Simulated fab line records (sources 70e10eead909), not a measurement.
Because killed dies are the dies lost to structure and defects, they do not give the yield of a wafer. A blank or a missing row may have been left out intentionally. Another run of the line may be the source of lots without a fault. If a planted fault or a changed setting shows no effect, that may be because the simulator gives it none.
The tool behind it: which one?	flow nand-harc	36 wafers from 12 lots sampled at 3 of the route's 1159 steps

== WHAT THE GAUGES READ, wafer by wafer ==
NHARC_A_CONTACT_CD_MEAS_53.
lot	measured	on	cd-nm (nm)
L076	day 16 15:58	cd-sem-01	189.9 189.7 190.2
L077	day 16 20:18	cd-sem-02	189.5 189.1 189.0
L080	day 17 03:26	cd-sem-02	190.3 190.1 190.6
L081	day 18 02:31	cd-sem-03	191.0 190.7 189.7
L083	day 18 16:00	cd-sem-02	189.7 189.9 190.2
L086	day 19 03:28	cd-sem-03	190.1 190.2 189.8
L088	day 19 11:45	cd-sem-02	190.6 190.5 191.0
L090	day 20 07:26	cd-sem-01	189.7 189.7 190.2
L091	day 20 17:56	cd-sem-01	187.8 187.5 187.4
L094	day 21 21:19	cd-sem-01	187.8 189.0 188.1
L093	day 22 05:57	cd-sem-01	190.0 189.8 189.4
L097	day 22 10:00	cd-sem-03	190.4 190.1 190.4

== TOOL THAT RAN EACH LOT (tool first, then ch and the chambers of the sampled wafers, then the start) ==
lot	NHARC_A_CONTACT_ETCH_116	NHARC_A_CONTACT_ETCH_120
L076	har-cap-etch-01 ch 0,1, day 16 14:20	har-cap-etch-01 ch 0,1, day 16 14:42
L077	har-cap-etch-03 ch 0,1, day 16 18:46	har-cap-etch-03 ch 0,1, day 16 19:08
L080	har-cap-etch-03 ch 0,1, day 17 01:59	har-cap-etch-03 ch 0,1, day 17 02:20
L081	har-cap-etch-02 ch 0,1, day 18 00:40	har-cap-etch-02 ch 0,1, day 18 01:10
L083	har-cap-etch-02 ch 0,1, day 18 14:30	har-cap-etch-02 ch 0,1, day 18 14:52
L086	har-cap-etch-03 ch 0,1, day 19 01:59	har-cap-etch-03 ch 0,1, day 19 02:22
L088	har-cap-etch-03 ch 1, day 19 10:16	har-cap-etch-03 ch 1, day 19 10:38
L090	har-cap-etch-02 ch 0,1, day 20 05:58	har-cap-etch-02 ch 0,1, day 20 06:20
L091	har-cap-etch-03 ch 0,1, day 20 16:30	har-cap-etch-03 ch 0,1, day 20 16:52
L094	har-cap-etch-01 ch 0,1, day 21 19:48	har-cap-etch-01 ch 0,1, day 21 20:10
L093	har-cap-etch-01 ch 0,1, day 22 04:30	har-cap-etch-01 ch 0,1, day 22 04:52
L097	har-cap-etch-01 ch 0, day 22 08:32	har-cap-etch-01 ch 0, day 22 08:54
- NHARC_A_CONTACT_ETCH_116: etches the open film in C4F8/O2/Ar, time 94 s, target depth 922 nm.
- NHARC_A_CONTACT_ETCH_120: etches the open film in C4F8/O2/Ar, time 94 s, target depth 922 nm.

== THE ANSWER, worked out from the rows above alone ==
Rule: what is usual is taken from the lots themselves. Put in order of their means at a reading, lots are off if they are a third of the lots or fewer, leave a main group of 4 or more, and stand apart from it by a gap of 3 or more times the standard deviation of the main group's means; of several such gaps the widest counts. A main group is skipped when, at the precision printed for the reading in the tables above, its means are all equal. A lot without any number at a reading at which 4 lots or more have one is off too. All remaining lots with rows at the step are treated as sound.
Nothing can be told from this: no lot is off at any reading shown.

== WHAT THE SIMULATOR HAD INSERTED ==
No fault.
